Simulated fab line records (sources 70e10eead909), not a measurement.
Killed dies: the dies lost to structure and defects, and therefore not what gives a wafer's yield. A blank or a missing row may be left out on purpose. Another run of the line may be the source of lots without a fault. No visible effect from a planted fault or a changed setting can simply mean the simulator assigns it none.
One fault seen from 2 desks | flow nandHarc | numbers are kept per desk, each desk with only its own; the story behind them comes last

== AT THE METROLOGY DESK ==
Lot by lot, what the gauges showed, no matter which tool ran the lot: averages of those sampled wafers that carry a number. If a lot's mean is further than 4 standard deviations from the usual mean, the lot is out of limits and carries the mark OUT (the distance appears in the brackets).
Columns: A = thkNm at NHARC_A_ONON_D1_THK_MEAS_18, usual 1000 nm; B = thkNm at NHARC_A_ONON_D1_THK_MEAS_21, usual 999 nm; C = thkNm at NHARC_A_ONON_D1_THK_MEAS_24, usual 1001 nm; D = thkNm at NHARC_A_ONON_D1_THK_MEAS_27, usual 1004 nm; E = thkNm at NHARC_A_ONON_D1_THK_MEAS_30, usual 1001 nm; F = thkNm at NHARC_A_ONON_D1_THK_MEAS_34, usual 200.9 nm
lot  | first seen here | A    | B    | C    | D    | E    | F
L371 | day 10 06:37    | 1004 | 1007 | 990  | 1002 | 999  | 198.1
L374 | day 11 05:56    | 1007 | 1002 | 987  | 992  | 1009 | 202.2
L385 | day 16 01:04    | 1006 | 1002 | 1006 | 1013 | 994  | 197.8
L386 | day 16 10:45    | 976  | 1002 | 1000 | 1012 | 1014 | 198.3
L387 | day 17 06:18    | 996  | 998  | 998  | 991  | 997  | 194.4
L388 | day 17 13:13    | 998  | 996  | 1020 | 1004 | 995  | 197.8
Result from this desk: across the 6 lots, nothing is out of limits.

== AT THE TOOL OWNER'S DESK: pecvd-04 ==
The tool's own readings at NHARC_A_ONON_D1_DEP_33 (deposits SiO2, target thk 200 nm): means of the sampled wafers that have a number, for each lot that ran on this tool. If a lot's mean is further than 4 standard deviations from the usual mean, the lot is out of limits and carries the mark OUT (the distance appears in the brackets).
Columns: A = heaterPowerOuterW at NHARC_A_ONON_D1_DEP_33, usual 295 W; B = heaterPowerW at NHARC_A_ONON_D1_DEP_33, usual 554 W; C = rfFwdPowerW at NHARC_A_ONON_D1_DEP_33, usual 898.4 W; D = throttleValvePct at NHARC_A_ONON_D1_DEP_33, usual 16.1 %
lot  | first seen here | A   | B   | C               | D
L371 | day 10 08:59    | 176 | 399 | 895.5           | 16.2
L385 | day 16 03:24    | 325 | 624 | 864.8 (-12) OUT | 15.6
L386 | day 16 13:04    | 248 | 517 | 863.7 (-13) OUT | 16.0
Finding of this desk: L385, L386 out of limits; the first was L385 at day 16 03:24, on rfFwdPowerW at NHARC_A_ONON_D1_DEP_33. L371: within limits.

== PUT TOGETHER ==
The tool owner's desk had the chance to raise an alarm at day 16 03:24 on L385, L386.
Nothing out of limits was seen by the metrology desk.
The metrology desk holds a record of L385, L386, inside its limits.
Of the lots named, all ran NHARC_A_ONON_D1_DEP_33 on pecvd-04.

== WHAT THE SIMULATOR HAD INSERTED ==
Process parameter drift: pecvd-04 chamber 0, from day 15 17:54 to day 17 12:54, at NHARC_A_ONON_D1_DEP_33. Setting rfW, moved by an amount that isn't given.
Struck lots among those shown: L385, L386.
Each desk's first reading out of limits, in hours after the fault started: the tool owner's desk, 10.
